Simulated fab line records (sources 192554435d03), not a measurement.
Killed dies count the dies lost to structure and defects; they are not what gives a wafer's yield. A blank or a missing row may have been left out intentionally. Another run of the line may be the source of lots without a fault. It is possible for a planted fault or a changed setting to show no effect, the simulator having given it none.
fab line records :: flow n5_finfet :: part 2 of 2: steps 22 to 34 of 34
record
  lots=5
  wafers=15
  last_day=18
route steps=1938 shown BEOL_M11@1576 BEOL_M12@1602
lots untouched by any fault: they come from a run of this same line in which no faults occurred
start_h: the number of hours between the record's first day and the start of the first shown wafer of the lot :: wait_h: hours from the lot's prior step to this one :: " as in the row above :: L1.1+2: one row covering several wafers at once :: - no value present, or no start provided :: * or withheld: withheld :: < > ~ a bound
route shown NAME@n: names a module that has steps shown in the file, with the first one's number in the route :: usual: mean and standard deviation over wafers with no fault :: same: alike in all rows :: chamber/n: place in a boat :: sites: readings site by site :: _std_site: standard deviation across them :: _edge_site: outer sites' mean less inner sites' :: radius_mm: for every site, how far away it sits from the centre of the wafer :: mask NAME#n: copy n :: behind: tool/chamber where the wafer was last shaped :: hold: the reason the lot was held/the length of the hold in hours/how it ended :: device: the transistor (n, p or np) that didn't switch :: end of line: tests run on the same wafers once the route is complete :: a step with no rows: only its recipe :: killed: the dies lost at the first sort to structure and to defects; this is not the yield of the wafer :: map: the dies of a wafer, with x for killed, . for not killed, _ for no die there
set.NAME: the setting that was run; set.NAME@STEP: the one run at that earlier step :: model.NAME: the simulator's own value behind a step, which no gauge read
certain route steps with their lots: each step a table, each wafer a row
services: from which hour (start_h, from the record's first day; less than 0 if before it) a tool's chamber was out of use, for how many hours, and why
## steps
# step N5_BEOL_M11_THK_MEAS_53
# recipe
  thk_meas_gauge=xrf
  reads=Cu_of_BEOL_M11_ECD_50
# usual
  M11_THK=141.6/2.4
lot.wafer: L075.1
tool: film_metro-02
chamber: -
start_h: 271.01
wait_h: -
M11_THK[nm]: 141.9

lot.wafer: L075.2
tool: film_metro-02
chamber: -
start_h: 271.01
wait_h: -
M11_THK[nm]: 144.1

lot.wafer: L075.4
tool: film_metro-02
chamber: -
start_h: 271.01
wait_h: -
M11_THK[nm]: 146.2

lot.wafer: L081.3
tool: film_metro-01
chamber: -
start_h: 305.30
wait_h: -
M11_THK[nm]: 142.3

lot.wafer: L081.4
tool: film_metro-01
chamber: -
start_h: 305.30
wait_h: -
M11_THK[nm]: 141.3

lot.wafer: L081.6
tool: film_metro-01
chamber: -
start_h: 305.30
wait_h: -
M11_THK[nm]: 145.8

lot.wafer: L087.1
tool: film_metro-02
chamber: -
start_h: 322.79
wait_h: -
M11_THK[nm]: 140.3

lot.wafer: L087.2
tool: film_metro-02
chamber: -
start_h: 322.79
wait_h: -
M11_THK[nm]: 138.4

lot.wafer: L087.4
tool: film_metro-02
chamber: -
start_h: 322.79
wait_h: -
M11_THK[nm]: 140.1

lot.wafer: L090.2
tool: film_metro-01
chamber: -
start_h: 340.52
wait_h: -
M11_THK[nm]: 140.9

lot.wafer: L090.3
tool: film_metro-01
chamber: -
start_h: 340.52
wait_h: -
M11_THK[nm]: 136.9

lot.wafer: L090.6
tool: film_metro-01
chamber: -
start_h: 340.52
wait_h: -
M11_THK[nm]: 141.6

lot.wafer: L097.1
tool: film_metro-01
chamber: -
start_h: 397.03
wait_h: -
M11_THK[nm]: 142.3

lot.wafer: L097.3
tool: film_metro-01
chamber: -
start_h: 397.03
wait_h: -
M11_THK[nm]: 142.7

lot.wafer: L097.5
tool: film_metro-01
chamber: -
start_h: 397.03
wait_h: -
M11_THK[nm]: 142.6
# step N5_BEOL_M11_PRE_CLEAN_55
# recipe
  gas=NH3
  time_s=15
  temp_c=withheld
  rf_power_w=300
lot.wafer: L075.1+2+4
tool: pecvd-04
chamber: 2,1,1
start_h: 271.04
wait_h: 0.0

lot.wafer: L081.3+4+6
tool: pecvd-02
chamber: 1,0,2
start_h: 305.34
wait_h: 0.0

lot.wafer: L087.1+2+4
tool: pecvd-02
chamber: 1,0,0
start_h: 322.83
wait_h: 0.0

lot.wafer: L090.2+3+6
tool: pecvd-04
chamber: 0,2,0
start_h: 340.56
wait_h: 0.0

lot.wafer: L097.1+3+5
tool: pecvd-01
chamber: 1,2,0
start_h: 397.07
wait_h: 0.0
# step N5_BEOL_M11_DEP_56
# recipe
  material=SiCN
  target_thk_a=300
  temp_c=withheld
  precursor=3MS/NH3
  pressure_torr=3
  rf_w=675
  time_s=10.5
# usual
  showerhead_plenum_p_Torr=4.164/0.026
  throttle_valve_pct=18.3/0.9
lot.wafer: L075.1
tool: pecvd-04
chamber: 2
start_h: 271.08
wait_h: 0.0
showerhead_plenum_p_Torr: 4.144
throttle_valve_pct: 15.9

lot.wafer: L075.2
tool: pecvd-04
chamber: 1
start_h: 271.08
wait_h: 0.0
showerhead_plenum_p_Torr: 4.167
throttle_valve_pct: 18.0

lot.wafer: L075.4
tool: pecvd-04
chamber: 1
start_h: 271.08
wait_h: 0.0
showerhead_plenum_p_Torr: 4.170
throttle_valve_pct: 18.0

lot.wafer: L081.3
tool: pecvd-02
chamber: 1
start_h: 305.37
wait_h: 0.0
showerhead_plenum_p_Torr: 4.176
throttle_valve_pct: 19.1

lot.wafer: L081.4
tool: pecvd-02
chamber: 0
start_h: 305.37
wait_h: 0.0
showerhead_plenum_p_Torr: 4.142
throttle_valve_pct: 18.4

lot.wafer: L081.6
tool: pecvd-02
chamber: 2
start_h: 305.37
wait_h: 0.0
showerhead_plenum_p_Torr: 4.174
throttle_valve_pct: 18.6

lot.wafer: L087.1
tool: pecvd-02
chamber: 1
start_h: 322.85
wait_h: 0.0
showerhead_plenum_p_Torr: 4.182
throttle_valve_pct: 18.9

lot.wafer: L087.2
tool: pecvd-02
chamber: 0
start_h: 322.85
wait_h: 0.0
showerhead_plenum_p_Torr: 4.152
throttle_valve_pct: 18.7

lot.wafer: L087.4
tool: pecvd-02
chamber: 0
start_h: 322.85
wait_h: 0.0
showerhead_plenum_p_Torr: 4.151
throttle_valve_pct: 18.5

lot.wafer: L090.2
tool: pecvd-04
chamber: 0
start_h: 340.59
wait_h: 0.0
showerhead_plenum_p_Torr: 4.072
throttle_valve_pct: 19.3

lot.wafer: L090.3
tool: pecvd-04
chamber: 2
start_h: 340.59
wait_h: 0.0
showerhead_plenum_p_Torr: 4.150
throttle_valve_pct: 16.2

lot.wafer: L090.6
tool: pecvd-04
chamber: 0
start_h: 340.59
wait_h: 0.0
showerhead_plenum_p_Torr: 4.084
throttle_valve_pct: 18.9

lot.wafer: L097.1
tool: pecvd-01
chamber: 1
start_h: 397.09
wait_h: 0.0
showerhead_plenum_p_Torr: 4.149
throttle_valve_pct: 18.9

lot.wafer: L097.3
tool: pecvd-01
chamber: 2
start_h: 397.09
wait_h: 0.0
showerhead_plenum_p_Torr: 4.173
throttle_valve_pct: 17.3

lot.wafer: L097.5
tool: pecvd-01
chamber: 0
start_h: 397.09
wait_h: 0.0
showerhead_plenum_p_Torr: 4.186
throttle_valve_pct: 18.5
# step N5_BEOL_M11_RS_MEAS_57
# recipe
  thk_meas_gauge=four-point-probe
  reads=Cu_of_BEOL_M11_ECD_50+Co_of_BEOL_M11_CVD_75+TaN_of_BEOL_M11_ALD_74
# usual
  M11_RS=0.1507/0.0025
lot.wafer: L075.1
tool: film_metro-02
chamber: -
start_h: 271.16
wait_h: 0.1
M11_RS[ohm/sq]: 0.1520

lot.wafer: L075.2
tool: film_metro-02
chamber: -
start_h: 271.16
wait_h: 0.1
M11_RS[ohm/sq]: 0.1492

lot.wafer: L075.4
tool: film_metro-02
chamber: -
start_h: 271.16
wait_h: 0.1
M11_RS[ohm/sq]: 0.1471

lot.wafer: L081.3
tool: film_metro-02
chamber: -
start_h: 305.43
wait_h: 0.0
M11_RS[ohm/sq]: 0.1513

lot.wafer: L081.4
tool: film_metro-02
chamber: -
start_h: 305.43
wait_h: 0.0
M11_RS[ohm/sq]: 0.1525

lot.wafer: L081.6
tool: film_metro-02
chamber: -
start_h: 305.43
wait_h: 0.0
M11_RS[ohm/sq]: 0.1477

lot.wafer: L087.1
tool: film_metro-01
chamber: -
start_h: 322.92
wait_h: 0.0
M11_RS[ohm/sq]: 0.1522

lot.wafer: L087.2
tool: film_metro-01
chamber: -
start_h: 322.92
wait_h: 0.0
M11_RS[ohm/sq]: 0.1538

lot.wafer: L087.4
tool: film_metro-01
chamber: -
start_h: 322.92
wait_h: 0.0
M11_RS[ohm/sq]: 0.1518

lot.wafer: L090.2
tool: film_metro-02
chamber: -
start_h: 340.65
wait_h: 0.0
M11_RS[ohm/sq]: 0.1500

lot.wafer: L090.3
tool: film_metro-02
chamber: -
start_h: 340.65
wait_h: 0.0
M11_RS[ohm/sq]: 0.1547

lot.wafer: L090.6
tool: film_metro-02
chamber: -
start_h: 340.65
wait_h: 0.0
M11_RS[ohm/sq]: 0.1489

lot.wafer: L097.1
tool: film_metro-02
chamber: -
start_h: 397.16
wait_h: 0.0
M11_RS[ohm/sq]: 0.1516

lot.wafer: L097.3
tool: film_metro-02
chamber: -
start_h: 397.16
wait_h: 0.0
M11_RS[ohm/sq]: 0.1517

lot.wafer: L097.5
tool: film_metro-02
chamber: -
start_h: 397.16
wait_h: 0.0
M11_RS[ohm/sq]: 0.1508
# step N5_BEOL_M11_INSPECT_58
# recipe
  inspect_instrument=darkfield
  mode=post_dep
# usual
  raw_defect_count=83/31
lot.wafer: L075.1
tool: defect_inspect-01
chamber: -
start_h: 271.18
wait_h: 0.0
raw_defect_count: 87

lot.wafer: L075.2
tool: defect_inspect-01
chamber: -
start_h: 271.18
wait_h: 0.0
raw_defect_count: 104

lot.wafer: L075.4
tool: defect_inspect-01
chamber: -
start_h: 271.18
wait_h: 0.0
raw_defect_count: 81

lot.wafer: L081.3
tool: defect_inspect-02
chamber: -
start_h: 305.46
wait_h: 0.0
raw_defect_count: 57

lot.wafer: L081.4
tool: defect_inspect-02
chamber: -
start_h: 305.46
wait_h: 0.0
raw_defect_count: 46

lot.wafer: L081.6
tool: defect_inspect-02
chamber: -
start_h: 305.46
wait_h: 0.0
raw_defect_count: 84

lot.wafer: L087.1
tool: defect_inspect-02
chamber: -
start_h: 322.94
wait_h: 0.0
raw_defect_count: 69

lot.wafer: L087.2
tool: defect_inspect-02
chamber: -
start_h: 322.94
wait_h: 0.0
raw_defect_count: 95

lot.wafer: L087.4
tool: defect_inspect-02
chamber: -
start_h: 322.94
wait_h: 0.0
raw_defect_count: 74

lot.wafer: L090.2
tool: defect_inspect-02
chamber: -
start_h: 340.67
wait_h: 0.0
raw_defect_count: 132

lot.wafer: L090.3
tool: defect_inspect-02
chamber: -
start_h: 340.67
wait_h: 0.0
raw_defect_count: 140

lot.wafer: L090.6
tool: defect_inspect-02
chamber: -
start_h: 340.67
wait_h: 0.0
raw_defect_count: 161

lot.wafer: L097.1
tool: defect_inspect-02
chamber: -
start_h: 397.18
wait_h: 0.0
raw_defect_count: 61

lot.wafer: L097.3
tool: defect_inspect-02
chamber: -
start_h: 397.18
wait_h: 0.0
raw_defect_count: 83

lot.wafer: L097.5
tool: defect_inspect-02
chamber: -
start_h: 397.18
wait_h: 0.0
raw_defect_count: 99
# step N5_BEOL_M12_ILD_DEP_00
# recipe
  material=SiOC
  target_thk_a=6589.2
  temp_c=350
  precursor=DEMS/O2
  pressure_torr=5
  rf_w=500
  time_s=130.7
# usual
  heater_power_w=428/56
  showerhead_plenum_p_Torr=5.692/0.021
  throttle_valve_pct=12.0/0.84
lot.wafer: L075.1
tool: pecvd-03
chamber: 2
start_h: 271.22
wait_h: 0.0
heater_power_w: 409
showerhead_plenum_p_Torr: 5.699
throttle_valve_pct: 10.8

lot.wafer: L075.2
tool: pecvd-03
chamber: 1
start_h: 271.22
wait_h: 0.0
heater_power_w: 412
showerhead_plenum_p_Torr: 5.703
throttle_valve_pct: 11.9

lot.wafer: L075.4
tool: pecvd-03
chamber: 0
start_h: 271.22
wait_h: 0.0
heater_power_w: 491
showerhead_plenum_p_Torr: 5.704
throttle_valve_pct: 13.2

lot.wafer: L081.3
tool: pecvd-02
chamber: 2
start_h: 305.49
wait_h: 0.0
heater_power_w: 459
showerhead_plenum_p_Torr: 5.699
throttle_valve_pct: 12.6

lot.wafer: L081.4
tool: pecvd-02
chamber: 0
start_h: 305.49
wait_h: 0.0
heater_power_w: 430
showerhead_plenum_p_Torr: 5.687
throttle_valve_pct: 11.8

lot.wafer: L081.6
tool: pecvd-02
chamber: 2
start_h: 305.49
wait_h: 0.0
heater_power_w: 488
showerhead_plenum_p_Torr: 5.729
throttle_valve_pct: 12.2

lot.wafer: L087.1
tool: pecvd-03
chamber: 1
start_h: 322.98
wait_h: 0.0
heater_power_w: 460
showerhead_plenum_p_Torr: 5.693
throttle_valve_pct: 11.9

lot.wafer: L087.2
tool: pecvd-03
chamber: 0
start_h: 322.98
wait_h: 0.0
heater_power_w: 433
showerhead_plenum_p_Torr: 5.727
throttle_valve_pct: 13.1

lot.wafer: L087.4
tool: pecvd-03
chamber: 1
start_h: 322.98
wait_h: 0.0
heater_power_w: 375
showerhead_plenum_p_Torr: 5.697
throttle_valve_pct: 12.1

lot.wafer: L090.2
tool: pecvd-04
chamber: 2
start_h: 340.71
wait_h: 0.0
heater_power_w: 386
showerhead_plenum_p_Torr: 5.701
throttle_valve_pct: 10.5

lot.wafer: L090.3
tool: pecvd-04
chamber: 1
start_h: 340.71
wait_h: 0.0
heater_power_w: 353
showerhead_plenum_p_Torr: 5.700
throttle_valve_pct: 11.7

lot.wafer: L090.6
tool: pecvd-04
chamber: 2
start_h: 340.71
wait_h: 0.0
heater_power_w: 307
showerhead_plenum_p_Torr: 5.701
throttle_valve_pct: 10.7

lot.wafer: L097.1
tool: pecvd-03
chamber: 0
start_h: 397.22
wait_h: 0.0
heater_power_w: 433
showerhead_plenum_p_Torr: 5.708
throttle_valve_pct: 13.4

lot.wafer: L097.3
tool: pecvd-03
chamber: 2
start_h: 397.22
wait_h: 0.0
heater_power_w: 380
showerhead_plenum_p_Torr: 5.686
throttle_valve_pct: 10.7

lot.wafer: L097.5
tool: pecvd-03
chamber: 2
start_h: 397.22
wait_h: 0.0
heater_power_w: 429
showerhead_plenum_p_Torr: 5.702
throttle_valve_pct: 10.9
# step N5_BEOL_M12_THK_MEAS_01
# recipe
  reads=SiOC_of_BEOL_M12_ILD_DEP_00
# usual
  M12_ILD_THK=658/9.1
lot.wafer: L075.1
tool: film_metro-02
chamber: -
start_h: 271.35
wait_h: 0.1
M12_ILD_THK[nm]: 660

lot.wafer: L075.2
tool: film_metro-02
chamber: -
start_h: 271.35
wait_h: 0.1
M12_ILD_THK[nm]: 653

lot.wafer: L075.4
tool: film_metro-02
chamber: -
start_h: 271.35
wait_h: 0.1
M12_ILD_THK[nm]: 671

lot.wafer: L081.3
tool: film_metro-02
chamber: -
start_h: 305.62
wait_h: 0.1
M12_ILD_THK[nm]: 650

lot.wafer: L081.4
tool: film_metro-02
chamber: -
start_h: 305.62
wait_h: 0.1
M12_ILD_THK[nm]: 656

lot.wafer: L081.6
tool: film_metro-02
chamber: -
start_h: 305.62
wait_h: 0.1
M12_ILD_THK[nm]: 660

lot.wafer: L087.1
tool: film_metro-01
chamber: -
start_h: 323.11
wait_h: 0.1
M12_ILD_THK[nm]: 664

lot.wafer: L087.2
tool: film_metro-01
chamber: -
start_h: 323.11
wait_h: 0.1
M12_ILD_THK[nm]: 665

lot.wafer: L087.4
tool: film_metro-01
chamber: -
start_h: 323.11
wait_h: 0.1
M12_ILD_THK[nm]: 668

lot.wafer: L090.2
tool: film_metro-01
chamber: -
start_h: 340.84
wait_h: 0.1
M12_ILD_THK[nm]: 652

lot.wafer: L090.3
tool: film_metro-01
chamber: -
start_h: 340.84
wait_h: 0.1
M12_ILD_THK[nm]: 645

lot.wafer: L090.6
tool: film_metro-01
chamber: -
start_h: 340.84
wait_h: 0.1
M12_ILD_THK[nm]: 663

lot.wafer: L097.1
tool: film_metro-01
chamber: -
start_h: 397.35
wait_h: 0.1
M12_ILD_THK[nm]: 656

lot.wafer: L097.3
tool: film_metro-01
chamber: -
start_h: 397.35
wait_h: 0.1
M12_ILD_THK[nm]: 661

lot.wafer: L097.5
tool: film_metro-01
chamber: -
start_h: 397.35
wait_h: 0.1
M12_ILD_THK[nm]: 668
# step N5_BEOL_M12_COAT_58
# recipe
  resist=BARC
  temp_c=205
  time_s=60
  spin_rpm=1500
  resist_thk_nm=89
lot.wafer: L075.1+2+4
tool: litho_track-04
chamber: 0
start_h: 271.38
wait_h: 0.0

lot.wafer: L081.3+4+6
tool: litho_track-02
chamber: 0
start_h: 305.66
wait_h: 0.0

lot.wafer: L087.1+2+4
tool: litho_track-04
chamber: 0
start_h: 323.14
wait_h: 0.0

lot.wafer: L090.2+3+6
tool: litho_track-04
chamber: 0
start_h: 340.87
wait_h: 0.0

lot.wafer: L097.1+3+5
tool: litho_track-01
chamber: 0
start_h: 397.38
wait_h: 0.0
# step N5_BEOL_M12_COAT_04
# recipe
  spin_rpm=1625
  resist_thk_nm=400
lot.wafer: L075.1+2+4
tool: litho_track-04
chamber: 0
start_h: -
wait_h: -

lot.wafer: L081.3+4+6
tool: litho_track-02
chamber: 0
start_h: -
wait_h: -

lot.wafer: L087.1+2+4
tool: litho_track-04
chamber: 0
start_h: -
wait_h: -

lot.wafer: L090.2+3+6
tool: litho_track-04
chamber: 0
start_h: -
wait_h: -

lot.wafer: L097.1+3+5
tool: litho_track-01
chamber: 0
start_h: -
wait_h: -
# step N5_BEOL_M12_EBR_06
# recipe
  solvent=PGMEA
  ebr_width_mm=1.5
lot.wafer: L075.1+2+4
tool: litho_track-04
chamber: 0
start_h: -
wait_h: -

lot.wafer: L081.3+4+6
tool: litho_track-02
chamber: 0
start_h: -
wait_h: -

lot.wafer: L087.1+2+4
tool: litho_track-04
chamber: 0
start_h: -
wait_h: -

lot.wafer: L090.2+3+6
tool: litho_track-04
chamber: 0
start_h: -
wait_h: -

lot.wafer: L097.1+3+5
tool: litho_track-01
chamber: 0
start_h: -
wait_h: -
# step N5_BEOL_M12_SOFTBAKE_05
# recipe
  temp_c=130
  time_s=60
lot.wafer: L075.1+2+4
tool: litho_track-04
chamber: 0
start_h: -
wait_h: -

lot.wafer: L081.3+4+6
tool: litho_track-02
chamber: 0
start_h: -
wait_h: -

lot.wafer: L087.1+2+4
tool: litho_track-04
chamber: 0
start_h: -
wait_h: -

lot.wafer: L090.2+3+6
tool: litho_track-04
chamber: 0
start_h: -
wait_h: -

lot.wafer: L097.1+3+5
tool: litho_track-01
chamber: 0
start_h: -
wait_h: -
# step N5_BEOL_M12_EXPOSE_07
# recipe
  mask_id=V11
  na=0.93
  source_shape=conventional
  sigma_outer=0.6
  polarization=unpolarized
  attpsm_phase_deg=180
  dose_mj=32.5
lot.wafer: L075.1+2+4
tool: krf_scanner-01
chamber: 0
start_h: 271.48
wait_h: -
mask: V11#0

lot.wafer: L081.3+4+6
tool: krf_scanner-02
chamber: 0
start_h: 305.89
wait_h: -
mask: V11#0

lot.wafer: L087.1+2+4
tool: krf_scanner-02
chamber: 0
start_h: 323.24
wait_h: -
mask: V11#0

lot.wafer: L090.2+3+6
tool: krf_scanner-02
chamber: 0
start_h: 341.10
wait_h: -
mask: V11#0

lot.wafer: L097.1+3+5
tool: krf_scanner-01
chamber: 0
start_h: 397.66
wait_h: -
mask: V11#0
# step N5_BEOL_M12_PEB_08
# recipe
  peb_temp_c=130
  peb_time_s=90
lot.wafer: L075.1+2+4
tool: litho_track-01
chamber: 0
start_h: 271.54
wait_h: 0.1

lot.wafer: L081.3+4+6
tool: litho_track-02
chamber: 0
start_h: 305.94
wait_h: 0.0

lot.wafer: L087.1+2+4
tool: litho_track-02
chamber: 0
start_h: 323.30
wait_h: 0.1

lot.wafer: L090.2+3+6
tool: litho_track-01
chamber: 0
start_h: 341.16
wait_h: 0.0

lot.wafer: L097.1+3+5
tool: litho_track-02
chamber: 0
start_h: 397.72
wait_h: 0.1
## services
tool: cmp-02
chamber: -
start_h: 244.44
hours: 0.2
kind: repair

tool: cmp-02
chamber: -
start_h: 255.96
hours: 2.2
kind: repair

tool: cmp-03
chamber: -
start_h: 256.25
hours: 2.7
kind: repair

tool: pecvd-04
chamber: -
start_h: 257.15
hours: 0.9
kind: repair

tool: ecd_cu-01
chamber: -
start_h: 263.90
hours: 0.5
kind: repair

tool: rie_diel-02
chamber: 3
start_h: 267.45
hours: 4.0
kind: repair

tool: rie_diel-02
chamber: -
start_h: 275.75
hours: 2.8
kind: pm

tool: ald_metal-01
chamber: -
start_h: 277.04
hours: 1.8
kind: repair

tool: pecvd-02
chamber: 1
start_h: 291.17
hours: 6.9
kind: repair

tool: pecvd-04
chamber: -
start_h: 292.11
hours: 1.9
kind: repair

tool: krf_scanner-02
chamber: -
start_h: 297.45
hours: 1.3
kind: pm

tool: ald_metal-01
chamber: 3
start_h: 299.59
hours: 25.6
kind: repair

tool: ald_metal-01
chamber: 2
start_h: 303.08
hours: 6.5
kind: repair

tool: uv_cure-02
chamber: -
start_h: 305.01
hours: 7.5
kind: pm

tool: cvd_co-02
chamber: -
start_h: 306.65
hours: 3.3
kind: repair

tool: pecvd-03
chamber: 2
start_h: 307.31
hours: 8.5
kind: repair

tool: cvd_co-02
chamber: 0
start_h: 318.60
hours: 4.8
kind: repair

tool: pecvd-03
chamber: -
start_h: 318.67
hours: 1.6
kind: repair

tool: pecvd-03
chamber: -
start_h: 339.69
hours: 1.8
kind: repair

tool: ald_metal-01
chamber: -
start_h: 345.39
hours: 0.7
kind: repair

tool: krf_scanner-02
chamber: -
start_h: 350.45
hours: 0.8
kind: pm

tool: cvd_co-02
chamber: 1
start_h: 354.90
hours: 7.9
kind: repair

tool: pecvd-04
chamber: -
start_h: 393.61
hours: 6.0
kind: pm

tool: pvd_sputter-01
chamber: -
start_h: 397.33
hours: 2.9
kind: repair
